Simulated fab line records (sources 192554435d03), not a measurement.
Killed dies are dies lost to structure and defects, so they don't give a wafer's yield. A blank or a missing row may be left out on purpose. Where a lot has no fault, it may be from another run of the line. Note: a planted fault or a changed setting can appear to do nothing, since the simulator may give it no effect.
Which tool is to blame? / flow n5Finfet / Sampling: 24 lots, 72 wafers, 6 of 1938 route steps

WHAT THE GAUGES READ, wafer by wafer
N5_MOL_CONTACT_COAG_INSPECT_97: inspects for defects (darkfield).
lot=L074; measured=day 5 09:04; on=defectInspect-02; rawDefectCount=38 31 55
lot=L075; measured=day 5 18:22; on=defectInspect-01; rawDefectCount=38 31 44
lot=L076; measured=day 5 21:22; on=defectInspect-02; rawDefectCount=86 48 80
lot=L078; measured=day 6 08:29; on=defectInspect-01; rawDefectCount=41 32 33
lot=L077; measured=day 6 11:31; on=defectInspect-01; rawDefectCount=57 38 44
lot=L079; measured=day 6 14:31; on=defectInspect-02; rawDefectCount=42 25 40
lot=L080; measured=day 6 23:12; on=defectInspect-02; rawDefectCount=48 45 50
lot=L081; measured=day 7 02:27; on=defectInspect-02; rawDefectCount=32 43 51
lot=L082; measured=day 7 14:37; on=defectInspect-01; rawDefectCount=38 65 58
lot=L083; measured=day 7 17:37; on=defectInspect-02; rawDefectCount=51 37 30
lot=L084; measured=day 7 20:37; on=defectInspect-02; rawDefectCount=24 19 25
lot=L085; measured=day 8 03:19; on=defectInspect-01; rawDefectCount=24 59 47
lot=L087; measured=day 8 12:20; on=defectInspect-02; rawDefectCount=38 75 44
lot=L086; measured=day 8 15:19; on=defectInspect-01; rawDefectCount=16 30 37
lot=L088; measured=day 9 04:29; on=defectInspect-01; rawDefectCount=42 36 33
lot=L089; measured=day 9 07:26; on=defectInspect-01; rawDefectCount=41 28 29
lot=L090; measured=day 9 14:13; on=defectInspect-02; rawDefectCount=49 29 49
lot=L091; measured=day 9 17:13; on=defectInspect-01; rawDefectCount=57 70 61
lot=L092; measured=day 9 20:43; on=defectInspect-02; rawDefectCount=40 65 37
lot=L093; measured=day 10 04:39; on=defectInspect-01; rawDefectCount=40 70 40
lot=L094; measured=day 10 07:39; on=defectInspect-02; rawDefectCount=50 39 65
lot=L095; measured=day 10 11:30; on=defectInspect-01; rawDefectCount=70 59 39
lot=L096; measured=day 10 19:46; on=defectInspect-01; rawDefectCount=14 27 22
lot=L097; measured=day 11 07:50; on=defectInspect-02; rawDefectCount=29 29 55

N5_BEOL_M0_SAQP_INSPECT_42: inspects for defects (brightfield).
lot=L074; measured=day 5 15:13; on=defectInspect-01; rawDefectCount=189 338 319
lot=L075; measured=day 6 00:15; on=defectInspect-02; rawDefectCount=524 362 455
lot=L076; measured=day 6 03:26; on=defectInspect-01; rawDefectCount=302 335 276
lot=L078; measured=day 6 13:52; on=defectInspect-02; rawDefectCount=216 214 212
lot=L077; measured=day 6 17:47; on=defectInspect-01; rawDefectCount=297 414 301
lot=L079; measured=day 6 21:00; on=defectInspect-02; rawDefectCount=228 211 164
lot=L080; measured=day 7 07:06; on=defectInspect-01; rawDefectCount=163 134 223
lot=L081; measured=day 7 09:37; on=defectInspect-01; rawDefectCount=306 210 229
lot=L082; measured=day 7 20:19; on=defectInspect-01; rawDefectCount=278 375 268
lot=L083; measured=day 7 23:14; on=defectInspect-01; rawDefectCount=281 188 342
lot=L084; measured=day 8 02:41; on=defectInspect-02; rawDefectCount=364 323 340
lot=L085; measured=day 8 09:26; on=defectInspect-01; rawDefectCount=305 263 229
lot=L087; measured=day 8 23:11; on=defectInspect-01; rawDefectCount=203 301 199
lot=L086; measured=day 8 23:52; on=defectInspect-01; rawDefectCount=263 240 255
lot=L088; measured=day 9 10:47; on=defectInspect-02; rawDefectCount=307 296 319
lot=L089; measured=day 9 15:37; on=defectInspect-01; rawDefectCount=289 397 410
lot=L090; measured=day 9 21:08; on=defectInspect-02; rawDefectCount=284 208 223
lot=L091; measured=day 9 23:26; on=defectInspect-02; rawDefectCount=518 298 437
lot=L092; measured=day 10 02:15; on=defectInspect-01; rawDefectCount=398 291 452
lot=L093; measured=day 10 10:31; on=defectInspect-02; rawDefectCount=381 348 317
lot=L094; measured=day 10 14:25; on=defectInspect-01; rawDefectCount=249 148 274
lot=L095; measured=day 10 17:08; on=defectInspect-02; rawDefectCount=254 280 300
lot=L096; measured=day 11 03:34; on=defectInspect-01; rawDefectCount=256 270 138
lot=L097; measured=day 11 18:44; on=defectInspect-01; rawDefectCount=301 512 371

WHICH TOOL RAN EACH LOT (tool, then ch and the chambers of the sampled wafers, then the start)
lot=L074; N5_BEOL_M0_SAQP_HM_DEP_02=pvdSputter-02, day 5 09:33; N5_BEOL_M0_SAQP_ETCH_84=rieDiel-04 ch 0,1, day 5 10:40; N5_BEOL_M0_SAQP_RECESS_114=vaporEtch-01 ch 0,1, day 5 11:11; N5_BEOL_M0_SAQP_MANDREL_ETCH_103=rieSi-06 ch 0,2,3, day 5 13:14
lot=L075; N5_BEOL_M0_SAQP_HM_DEP_02=pvdSputter-01, day 5 19:13; N5_BEOL_M0_SAQP_ETCH_84=rieDiel-01 ch 0,1, day 5 20:37; N5_BEOL_M0_SAQP_RECESS_114=vaporEtch-02 ch 0,1, day 5 21:02; N5_BEOL_M0_SAQP_MANDREL_ETCH_103=rieSi-03 ch 0,3, day 5 22:17
lot=L076; N5_BEOL_M0_SAQP_HM_DEP_02=pvdSputter-01, day 5 22:14; N5_BEOL_M0_SAQP_ETCH_84=rieDiel-01 ch 0,1,3, day 5 23:15; N5_BEOL_M0_SAQP_RECESS_114=vaporEtch-02 ch 0,1, day 5 23:44; N5_BEOL_M0_SAQP_MANDREL_ETCH_103=rieSi-05 ch 0,1,3, day 6 00:59
lot=L078; N5_BEOL_M0_SAQP_HM_DEP_02=pvdSputter-03, day 6 09:16; N5_BEOL_M0_SAQP_ETCH_84=rieDiel-03 ch 0,2,3, day 6 10:07; N5_BEOL_M0_SAQP_RECESS_114=vaporEtch-01 ch 0,1, day 6 10:33; N5_BEOL_M0_SAQP_MANDREL_ETCH_103=rieSi-06 ch 0,2,3, day 6 11:47
lot=L077; N5_BEOL_M0_SAQP_HM_DEP_02=pvdSputter-01, day 6 12:43; N5_BEOL_M0_SAQP_ETCH_84=rieDiel-01 ch 0,1,2, day 6 13:43; N5_BEOL_M0_SAQP_RECESS_114=vaporEtch-02 ch 0,1, day 6 14:08; N5_BEOL_M0_SAQP_MANDREL_ETCH_103=rieSi-03 ch 0,2, day 6 15:25
lot=L079; N5_BEOL_M0_SAQP_HM_DEP_02=pvdSputter-01, day 6 16:07; N5_BEOL_M0_SAQP_ETCH_84=rieDiel-01 ch 0,2, day 6 17:14; N5_BEOL_M0_SAQP_RECESS_114=vaporEtch-01 ch 1, day 6 17:41; N5_BEOL_M0_SAQP_MANDREL_ETCH_103=rieSi-05 ch 1,3, day 6 19:01
lot=L080; N5_BEOL_M0_SAQP_HM_DEP_02=pvdSputter-03, day 7 01:52; N5_BEOL_M0_SAQP_ETCH_84=rieDiel-01 ch 1,2,3, day 7 02:55; N5_BEOL_M0_SAQP_RECESS_114=vaporEtch-01 ch 0,1, day 7 03:28; N5_BEOL_M0_SAQP_MANDREL_ETCH_103=rieSi-05 ch 0,3, day 7 04:35
lot=L081; N5_BEOL_M0_SAQP_HM_DEP_02=pvdSputter-02, day 7 04:28; N5_BEOL_M0_SAQP_ETCH_84=rieDiel-04 ch 0,1,3, day 7 05:20; N5_BEOL_M0_SAQP_RECESS_114=vaporEtch-01 ch 0,1, day 7 05:59; N5_BEOL_M0_SAQP_MANDREL_ETCH_103=rieSi-05 ch 1,2,3, day 7 07:28
lot=L082; N5_BEOL_M0_SAQP_HM_DEP_02=pvdSputter-01, day 7 15:34; N5_BEOL_M0_SAQP_ETCH_84=rieDiel-03 ch 1,2, day 7 16:34; N5_BEOL_M0_SAQP_RECESS_114=vaporEtch-02 ch 0,1, day 7 16:59; N5_BEOL_M0_SAQP_MANDREL_ETCH_103=rieSi-03 ch 1,2,3, day 7 18:13
lot=L083; N5_BEOL_M0_SAQP_HM_DEP_02=pvdSputter-02, day 7 18:32; N5_BEOL_M0_SAQP_ETCH_84=rieDiel-01 ch 1,2,3, day 7 19:31; N5_BEOL_M0_SAQP_RECESS_114=vaporEtch-02 ch 0,1, day 7 19:57; N5_BEOL_M0_SAQP_MANDREL_ETCH_103=rieSi-03 ch 0,1,2, day 7 21:11
lot=L084; N5_BEOL_M0_SAQP_HM_DEP_02=pvdSputter-01, day 7 21:43; N5_BEOL_M0_SAQP_ETCH_84=rieDiel-01 ch 1,2,3, day 7 22:41; N5_BEOL_M0_SAQP_RECESS_114=vaporEtch-01 ch 0,1, day 7 23:07; N5_BEOL_M0_SAQP_MANDREL_ETCH_103=rieSi-06 ch 0,1, day 8 00:23
lot=L085; N5_BEOL_M0_SAQP_HM_DEP_02=pvdSputter-02, day 8 04:57; N5_BEOL_M0_SAQP_ETCH_84=rieDiel-01 ch 1,2, day 8 05:49; N5_BEOL_M0_SAQP_RECESS_114=vaporEtch-02 ch 1, day 8 06:14; N5_BEOL_M0_SAQP_MANDREL_ETCH_103=rieSi-05 ch 0,1,3, day 8 07:28
lot=L087; N5_BEOL_M0_SAQP_HM_DEP_02=pvdSputter-02, day 8 14:48; N5_BEOL_M0_SAQP_ETCH_84=rieDiel-01 ch 1,2, day 8 15:51; N5_BEOL_M0_SAQP_RECESS_114=vaporEtch-01 ch 0,1, day 8 16:41; N5_BEOL_M0_SAQP_MANDREL_ETCH_103=rieSi-05 ch 0,1, day 8 20:56
lot=L086; N5_BEOL_M0_SAQP_HM_DEP_02=pvdSputter-02, day 8 16:08; N5_BEOL_M0_SAQP_ETCH_84=rieDiel-01 ch 0,1,2, day 8 17:08; N5_BEOL_M0_SAQP_RECESS_114=vaporEtch-01 ch 0,1, day 8 17:38; N5_BEOL_M0_SAQP_MANDREL_ETCH_103=rieSi-06 ch 0,3, day 8 21:23
lot=L088; N5_BEOL_M0_SAQP_HM_DEP_02=pvdSputter-02, day 9 05:44; N5_BEOL_M0_SAQP_ETCH_84=rieDiel-01 ch 0,2,3, day 9 06:43; N5_BEOL_M0_SAQP_RECESS_114=vaporEtch-02 ch 0,1, day 9 07:16; N5_BEOL_M0_SAQP_MANDREL_ETCH_103=rieSi-06 ch 2,3, day 9 08:44
lot=L089; N5_BEOL_M0_SAQP_HM_DEP_02=pvdSputter-02, day 9 09:05; N5_BEOL_M0_SAQP_ETCH_84=rieDiel-04 ch 0,1, day 9 10:34; N5_BEOL_M0_SAQP_RECESS_114=vaporEtch-01 ch 0,1, day 9 10:59; N5_BEOL_M0_SAQP_MANDREL_ETCH_103=rieSi-03 ch 1,3, day 9 12:31
lot=L090; N5_BEOL_M0_SAQP_HM_DEP_02=pvdSputter-02, day 9 15:46; N5_BEOL_M0_SAQP_ETCH_84=rieDiel-01 ch 0,1,3, day 9 17:08; N5_BEOL_M0_SAQP_RECESS_114=vaporEtch-01 ch 0,1, day 9 17:34; N5_BEOL_M0_SAQP_MANDREL_ETCH_103=rieSi-05 ch 0,2,3, day 9 19:02
lot=L091; N5_BEOL_M0_SAQP_HM_DEP_02=pvdSputter-02, day 9 18:40; N5_BEOL_M0_SAQP_ETCH_84=rieDiel-04 ch 1,2, day 9 19:39; N5_BEOL_M0_SAQP_RECESS_114=vaporEtch-02 ch 0,1, day 9 20:04; N5_BEOL_M0_SAQP_MANDREL_ETCH_103=rieSi-03 ch 0,3, day 9 21:25
lot=L092; N5_BEOL_M0_SAQP_HM_DEP_02=pvdSputter-01, day 9 21:38; N5_BEOL_M0_SAQP_ETCH_84=rieDiel-01 ch 0,3, day 9 22:30; N5_BEOL_M0_SAQP_RECESS_114=vaporEtch-01 ch 0,1, day 9 22:55; N5_BEOL_M0_SAQP_MANDREL_ETCH_103=rieSi-03 ch 0,2,3, day 10 00:10
lot=L093; N5_BEOL_M0_SAQP_HM_DEP_02=pvdSputter-02, day 10 05:38; N5_BEOL_M0_SAQP_ETCH_84=rieDiel-04 ch 2,3, day 10 06:38; N5_BEOL_M0_SAQP_RECESS_114=vaporEtch-01 ch 0,1, day 10 07:04; N5_BEOL_M0_SAQP_MANDREL_ETCH_103=rieSi-06 ch 0,3, day 10 08:25
lot=L094; N5_BEOL_M0_SAQP_HM_DEP_02=pvdSputter-03, day 10 08:58; N5_BEOL_M0_SAQP_ETCH_84=rieDiel-03 ch 2,3, day 10 10:23; N5_BEOL_M0_SAQP_RECESS_114=vaporEtch-02 ch 0,1, day 10 10:48; N5_BEOL_M0_SAQP_MANDREL_ETCH_103=rieSi-06 ch 0,3, day 10 12:25
lot=L095; N5_BEOL_M0_SAQP_HM_DEP_02=pvdSputter-03, day 10 12:21; N5_BEOL_M0_SAQP_ETCH_84=rieDiel-04 ch 0,2, day 10 13:22; N5_BEOL_M0_SAQP_RECESS_114=vaporEtch-02 ch 0,1, day 10 13:47; N5_BEOL_M0_SAQP_MANDREL_ETCH_103=rieSi-05 ch 0,1, day 10 15:02
lot=L096; N5_BEOL_M0_SAQP_HM_DEP_02=pvdSputter-01, day 10 21:40; N5_BEOL_M0_SAQP_ETCH_84=rieDiel-03 ch 1,2,3, day 10 23:05; N5_BEOL_M0_SAQP_RECESS_114=vaporEtch-01 ch 0,1, day 10 23:31; N5_BEOL_M0_SAQP_MANDREL_ETCH_103=rieSi-06 ch 0,1,2, day 11 01:27
lot=L097; N5_BEOL_M0_SAQP_HM_DEP_02=pvdSputter-01, day 11 12:05; N5_BEOL_M0_SAQP_ETCH_84=rieDiel-03 ch 0,1,2, day 11 13:05; N5_BEOL_M0_SAQP_RECESS_114=vaporEtch-01 ch 0,1, day 11 13:30; N5_BEOL_M0_SAQP_MANDREL_ETCH_103=rieSi-06 ch 1,2,3, day 11 14:44
- N5_BEOL_M0_SAQP_HM_DEP_02: deposits TiN, target thk 12 nm.
- N5_BEOL_M0_SAQP_ETCH_84: etches SOC in N2/H2, target depth 100 nm, overetch 20 nm, time 150 s.
- N5_BEOL_M0_SAQP_RECESS_114: chemistry HF/NH3, target SiO2, target depth 14.4 nm, afs cycles 3, sublimation time 60 s.
- N5_BEOL_M0_SAQP_MANDREL_ETCH_103: etches a-Si in HBr/Cl2, stops on SiCN, target depth 45 nm, bt time 10 s, time 27 s.

AS READ BY THE TOOLS THEMSELVES (means over the sampled wafers that have a number; for cases with no such wafer, the mark the record gives instead)
N5_BEOL_M0_SAQP_HM_DEP_02.
lot=L074; tool=pvdSputter-02; substrateTempC (C)=25.17; throttleValvePct (%)=29.7
lot=L075; tool=pvdSputter-01; substrateTempC (C)=25.00; throttleValvePct (%)=29.7
lot=L076; tool=pvdSputter-01; substrateTempC (C)=25.03; throttleValvePct (%)=31.0
lot=L078; tool=pvdSputter-03; substrateTempC (C)=25.06; throttleValvePct (%)=29.8
lot=L077; tool=pvdSputter-01; substrateTempC (C)=24.98; throttleValvePct (%)=29.3
lot=L079; tool=pvdSputter-01; substrateTempC (C)=25.01; throttleValvePct (%)=30.3
lot=L080; tool=pvdSputter-03; substrateTempC (C)=25.06; throttleValvePct (%)=29.7
lot=L081; tool=pvdSputter-02; substrateTempC (C)=25.02; throttleValvePct (%)=29.9
lot=L082; tool=pvdSputter-01; substrateTempC (C)=25.00; throttleValvePct (%)=31.1
lot=L083; tool=pvdSputter-02; substrateTempC (C)=24.93; throttleValvePct (%)=30.6
lot=L084; tool=pvdSputter-01; substrateTempC (C)=25.06; throttleValvePct (%)=29.5
lot=L085; tool=pvdSputter-02; substrateTempC (C)=24.99; throttleValvePct (%)=30.6
lot=L087; tool=pvdSputter-02; substrateTempC (C)=24.93; throttleValvePct (%)=30.0
lot=L086; tool=pvdSputter-02; substrateTempC (C)=25.11; throttleValvePct (%)=29.8
lot=L088; tool=pvdSputter-02; substrateTempC (C)=25.06; throttleValvePct (%)=30.4
lot=L089; tool=pvdSputter-02; substrateTempC (C)=25.08; throttleValvePct (%)=30.1
lot=L090; tool=pvdSputter-02; substrateTempC (C)=24.98; throttleValvePct (%)=30.1
lot=L091; tool=pvdSputter-02; substrateTempC (C)=25.03; throttleValvePct (%)=30.8
lot=L092; tool=pvdSputter-01; substrateTempC (C)=24.89; throttleValvePct (%)=31.3
lot=L093; tool=pvdSputter-02; substrateTempC (C)=24.90; throttleValvePct (%)=31.0
lot=L094; tool=pvdSputter-03; substrateTempC (C)=24.94; throttleValvePct (%)=29.7
lot=L095; tool=pvdSputter-03; substrateTempC (C)=24.89; throttleValvePct (%)=30.2
lot=L096; tool=pvdSputter-01; substrateTempC (C)=24.96; throttleValvePct (%)=30.6
lot=L097; tool=pvdSputter-01; substrateTempC (C)=24.99; throttleValvePct (%)=31.4

N5_BEOL_M0_SAQP_ETCH_84.
lot=L074; tool=rieDiel-04; drypumpMotorCurrentA (A)=6.0; n2FlowSccm (sccm)=200.7; oesProductAu (a.u.)=0.66; rfVppV (V)=524.7; showerheadPlenumPTorr (Torr)=2.59; throttleValvePct (%)=17.89
lot=L075; tool=rieDiel-01; drypumpMotorCurrentA (A)=6.2; n2FlowSccm (sccm)=200.1; oesProductAu (a.u.)=0.63; rfVppV (V)=522.2; showerheadPlenumPTorr (Torr)=2.50; throttleValvePct (%)=17.85
lot=L076; tool=rieDiel-01; drypumpMotorCurrentA (A)=6.2; n2FlowSccm (sccm)=199.6; oesProductAu (a.u.)=0.65; rfVppV (V)=523.2; showerheadPlenumPTorr (Torr)=2.54; throttleValvePct (%)=17.86
lot=L078; tool=rieDiel-03; drypumpMotorCurrentA (A)=5.4; n2FlowSccm (sccm)=200.0; oesProductAu (a.u.)=0.71; rfVppV (V)=524.6; showerheadPlenumPTorr (Torr)=2.56; throttleValvePct (%)=17.99
lot=L077; tool=rieDiel-01; drypumpMotorCurrentA (A)=6.0; n2FlowSccm (sccm)=200.6; oesProductAu (a.u.)=0.65; rfVppV (V)=522.4; showerheadPlenumPTorr (Torr)=2.54; throttleValvePct (%)=17.94
lot=L079; tool=rieDiel-01; drypumpMotorCurrentA (A)=5.8; n2FlowSccm (sccm)=199.4; oesProductAu (a.u.)=0.67; rfVppV (V)=524.4; showerheadPlenumPTorr (Torr)=2.60; throttleValvePct (%)=17.89
lot=L080; tool=rieDiel-01; drypumpMotorCurrentA (A)=6.1; n2FlowSccm (sccm)=199.4; oesProductAu (a.u.)=0.67; rfVppV (V)=524.9; showerheadPlenumPTorr (Torr)=2.58; throttleValvePct (%)=17.94
lot=L081; tool=rieDiel-04; drypumpMotorCurrentA (A)=6.0; n2FlowSccm (sccm)=199.9; oesProductAu (a.u.)=0.67; rfVppV (V)=523.8; showerheadPlenumPTorr (Torr)=2.55; throttleValvePct (%)=18.01
lot=L082; tool=rieDiel-03; drypumpMotorCurrentA (A)=5.6; n2FlowSccm (sccm)=200.1; oesProductAu (a.u.)=0.67; rfVppV (V)=526.4; showerheadPlenumPTorr (Torr)=2.64; throttleValvePct (%)=18.04
lot=L083; tool=rieDiel-01; drypumpMotorCurrentA (A)=6.0; n2FlowSccm (sccm)=199.3; oesProductAu (a.u.)=0.67; rfVppV (V)=524.4; showerheadPlenumPTorr (Torr)=2.58; throttleValvePct (%)=17.95
lot=L084; tool=rieDiel-01; drypumpMotorCurrentA (A)=6.1; n2FlowSccm (sccm)=199.4; oesProductAu (a.u.)=0.67; rfVppV (V)=524.7; showerheadPlenumPTorr (Torr)=2.58; throttleValvePct (%)=17.95
lot=L085; tool=rieDiel-01; drypumpMotorCurrentA (A)=6.0; n2FlowSccm (sccm)=199.7; oesProductAu (a.u.)=0.65; rfVppV (V)=522.5; showerheadPlenumPTorr (Torr)=2.51; throttleValvePct (%)=18.09
lot=L087; tool=rieDiel-01; drypumpMotorCurrentA (A)=5.9; n2FlowSccm (sccm)=200.4; oesProductAu (a.u.)=0.67; rfVppV (V)=524.1; showerheadPlenumPTorr (Torr)=2.57; throttleValvePct (%)=18.03
lot=L086; tool=rieDiel-01; drypumpMotorCurrentA (A)=6.0; n2FlowSccm (sccm)=199.5; oesProductAu (a.u.)=0.73; rfVppV (V)=522.8; showerheadPlenumPTorr (Torr)=2.53; throttleValvePct (%)=17.82
lot=L088; tool=rieDiel-01; drypumpMotorCurrentA (A)=6.0; n2FlowSccm (sccm)=200.5; oesProductAu (a.u.)=0.73; rfVppV (V)=525.3; showerheadPlenumPTorr (Torr)=2.60; throttleValvePct (%)=17.69
lot=L089; tool=rieDiel-04; drypumpMotorCurrentA (A)=6.0; n2FlowSccm (sccm)=200.9; oesProductAu (a.u.)=0.65; rfVppV (V)=525.0; showerheadPlenumPTorr (Torr)=2.57; throttleValvePct (%)=17.93
lot=L090; tool=rieDiel-01; drypumpMotorCurrentA (A)=6.2; n2FlowSccm (sccm)=200.3; oesProductAu (a.u.)=0.71; rfVppV (V)=523.7; showerheadPlenumPTorr (Torr)=2.54; throttleValvePct (%)=17.75
lot=L091; tool=rieDiel-04; drypumpMotorCurrentA (A)=5.6; n2FlowSccm (sccm)=199.9; oesProductAu (a.u.)=0.79; rfVppV (V)=522.4; showerheadPlenumPTorr (Torr)=2.49; throttleValvePct (%)=17.93
lot=L092; tool=rieDiel-01; drypumpMotorCurrentA (A)=6.2; n2FlowSccm (sccm)=200.0; oesProductAu (a.u.)=0.72; rfVppV (V)=525.9; showerheadPlenumPTorr (Torr)=2.60; throttleValvePct (%)=17.62
lot=L093; tool=rieDiel-04; drypumpMotorCurrentA (A)=5.7; n2FlowSccm (sccm)=200.6; oesProductAu (a.u.)=0.71; rfVppV (V)=522.6; showerheadPlenumPTorr (Torr)=2.53; throttleValvePct (%)=17.93
lot=L094; tool=rieDiel-03; drypumpMotorCurrentA (A)=5.3; n2FlowSccm (sccm)=199.7; oesProductAu (a.u.)=0.70; rfVppV (V)=524.6; showerheadPlenumPTorr (Torr)=2.58; throttleValvePct (%)=17.99
lot=L095; tool=rieDiel-04; drypumpMotorCurrentA (A)=5.7; n2FlowSccm (sccm)=199.2; oesProductAu (a.u.)=0.68; rfVppV (V)=525.4; showerheadPlenumPTorr (Torr)=2.58; throttleValvePct (%)=17.72
lot=L096; tool=rieDiel-03; drypumpMotorCurrentA (A)=5.7; n2FlowSccm (sccm)=200.0; oesProductAu (a.u.)=0.69; rfVppV (V)=525.5; showerheadPlenumPTorr (Torr)=2.58; throttleValvePct (%)=17.96
lot=L097; tool=rieDiel-03; drypumpMotorCurrentA (A)=5.3; n2FlowSccm (sccm)=200.2; oesProductAu (a.u.)=0.65; rfVppV (V)=525.5; showerheadPlenumPTorr (Torr)=2.61; throttleValvePct (%)=18.15

N5_BEOL_M0_SAQP_RECESS_114.
lot=L074; tool=vaporEtch-01; drypumpMotorCurrentA (A)=5.6
lot=L075; tool=vaporEtch-02; drypumpMotorCurrentA (A)=5.8
lot=L076; tool=vaporEtch-02; drypumpMotorCurrentA (A)=5.8
lot=L078; tool=vaporEtch-01; drypumpMotorCurrentA (A)=5.6
lot=L077; tool=vaporEtch-02; drypumpMotorCurrentA (A)=5.8
lot=L079; tool=vaporEtch-01; drypumpMotorCurrentA (A)=6.0
lot=L080; tool=vaporEtch-01; drypumpMotorCurrentA (A)=5.3
lot=L081; tool=vaporEtch-01; drypumpMotorCurrentA (A)=5.3
lot=L082; tool=vaporEtch-02; drypumpMotorCurrentA (A)=5.8
lot=L083; tool=vaporEtch-02; drypumpMotorCurrentA (A)=5.8
lot=L084; tool=vaporEtch-01; drypumpMotorCurrentA (A)=5.6
lot=L085; tool=vaporEtch-02; drypumpMotorCurrentA (A)=6.3
lot=L087; tool=vaporEtch-01; drypumpMotorCurrentA (A)=5.6
lot=L086; tool=vaporEtch-01; drypumpMotorCurrentA (A)=5.3
lot=L088; tool=vaporEtch-02; drypumpMotorCurrentA (A)=5.8
lot=L089; tool=vaporEtch-01; drypumpMotorCurrentA (A)=5.3
lot=L090; tool=vaporEtch-01; drypumpMotorCurrentA (A)=5.6
lot=L091; tool=vaporEtch-02; drypumpMotorCurrentA (A)=5.8
lot=L092; tool=vaporEtch-01; drypumpMotorCurrentA (A)=5.6
lot=L093; tool=vaporEtch-01; drypumpMotorCurrentA (A)=5.7
lot=L094; tool=vaporEtch-02; drypumpMotorCurrentA (A)=6.0
lot=L095; tool=vaporEtch-02; drypumpMotorCurrentA (A)=6.0
lot=L096; tool=vaporEtch-01; drypumpMotorCurrentA (A)=5.3
lot=L097; tool=vaporEtch-01; drypumpMotorCurrentA (A)=5.6

N5_BEOL_M0_SAQP_MANDREL_ETCH_103.
lot=L074; tool=rieSi-06; drypumpMotorCurrentA (A)=5.7; oesProductAu (a.u.)=0.686; throttleValvePct (%)=35.26
lot=L075; tool=rieSi-03; drypumpMotorCurrentA (A)=5.5; oesProductAu (a.u.)=0.690; throttleValvePct (%)=35.77
lot=L076; tool=rieSi-05; drypumpMotorCurrentA (A)=5.9; oesProductAu (a.u.)=0.693; throttleValvePct (%)=35.18
lot=L078; tool=rieSi-06; drypumpMotorCurrentA (A)=5.6; oesProductAu (a.u.)=0.682; throttleValvePct (%)=35.27
lot=L077; tool=rieSi-03; drypumpMotorCurrentA (A)=5.4; oesProductAu (a.u.)=0.671; throttleValvePct (%)=35.40
lot=L079; tool=rieSi-05; drypumpMotorCurrentA (A)=5.6; oesProductAu (a.u.)=0.689; throttleValvePct (%)=35.09
lot=L080; tool=rieSi-05; drypumpMotorCurrentA (A)=6.3; oesProductAu (a.u.)=0.697; throttleValvePct (%)=35.27
lot=L081; tool=rieSi-05; drypumpMotorCurrentA (A)=5.5; oesProductAu (a.u.)=0.686; throttleValvePct (%)=35.32
lot=L082; tool=rieSi-03; drypumpMotorCurrentA (A)=6.1; oesProductAu (a.u.)=0.690; throttleValvePct (%)=35.34
lot=L083; tool=rieSi-03; drypumpMotorCurrentA (A)=5.7; oesProductAu (a.u.)=0.672; throttleValvePct (%)=35.49
lot=L084; tool=rieSi-06; drypumpMotorCurrentA (A)=5.7; oesProductAu (a.u.)=0.685; throttleValvePct (%)=35.28
lot=L085; tool=rieSi-05; drypumpMotorCurrentA (A)=5.9; oesProductAu (a.u.)=0.694; throttleValvePct (%)=35.18
lot=L087; tool=rieSi-05; drypumpMotorCurrentA (A)=6.3; oesProductAu (a.u.)=0.698; throttleValvePct (%)=35.31
lot=L086; tool=rieSi-06; drypumpMotorCurrentA (A)=5.9; oesProductAu (a.u.)=0.684; throttleValvePct (%)=35.40
lot=L088; tool=rieSi-06; drypumpMotorCurrentA (A)=5.9; oesProductAu (a.u.)=0.684; throttleValvePct (%)=35.14
lot=L089; tool=rieSi-03; drypumpMotorCurrentA (A)=6.3; oesProductAu (a.u.)=0.699; throttleValvePct (%)=35.44
lot=L090; tool=rieSi-05; drypumpMotorCurrentA (A)=5.8; oesProductAu (a.u.)=0.692; throttleValvePct (%)=35.42
lot=L091; tool=rieSi-03; drypumpMotorCurrentA (A)=5.9; oesProductAu (a.u.)=0.701; throttleValvePct (%)=35.64
lot=L092; tool=rieSi-03; drypumpMotorCurrentA (A)=5.6; oesProductAu (a.u.)=0.679; throttleValvePct (%)=35.53
lot=L093; tool=rieSi-06; drypumpMotorCurrentA (A)=5.9; oesProductAu (a.u.)=0.689; throttleValvePct (%)=35.40
lot=L094; tool=rieSi-06; drypumpMotorCurrentA (A)=5.9; oesProductAu (a.u.)=0.686; throttleValvePct (%)=35.39
lot=L095; tool=rieSi-05; drypumpMotorCurrentA (A)=5.9; oesProductAu (a.u.)=0.702; throttleValvePct (%)=35.19
lot=L096; tool=rieSi-06; drypumpMotorCurrentA (A)=5.5; oesProductAu (a.u.)=0.686; throttleValvePct (%)=35.19
lot=L097; tool=rieSi-06; drypumpMotorCurrentA (A)=6.0; oesProductAu (a.u.)=0.691; throttleValvePct (%)=35.23

THE ANSWER, worked out from the rows above alone
Rule: what is usual is taken from the lots themselves. Put in order of their means at a reading, lots are off if they are a third of the lots or fewer, leave a main group of 4 or more, and stand apart from it by a gap of 3 or more times the standard deviation of the main group's means; of several such gaps the widest counts. A main group whose means are all the same, to the digits that the tables above print for the reading, isn't used. A lot without any number at a reading at which 4 lots or more have one is off too. The other lots that the step has rows for count as sound. Order of review: gauges by route order, followed by the tools' own readings, for which a lot's mean as printed above is used. At the first step where some lot is off, the reading lying furthest off is the one used; lots without a number count as furthest.
None of the lots is off at any reading shown; this tells nothing.

WHAT THE SIMULATOR HAD INSERTED
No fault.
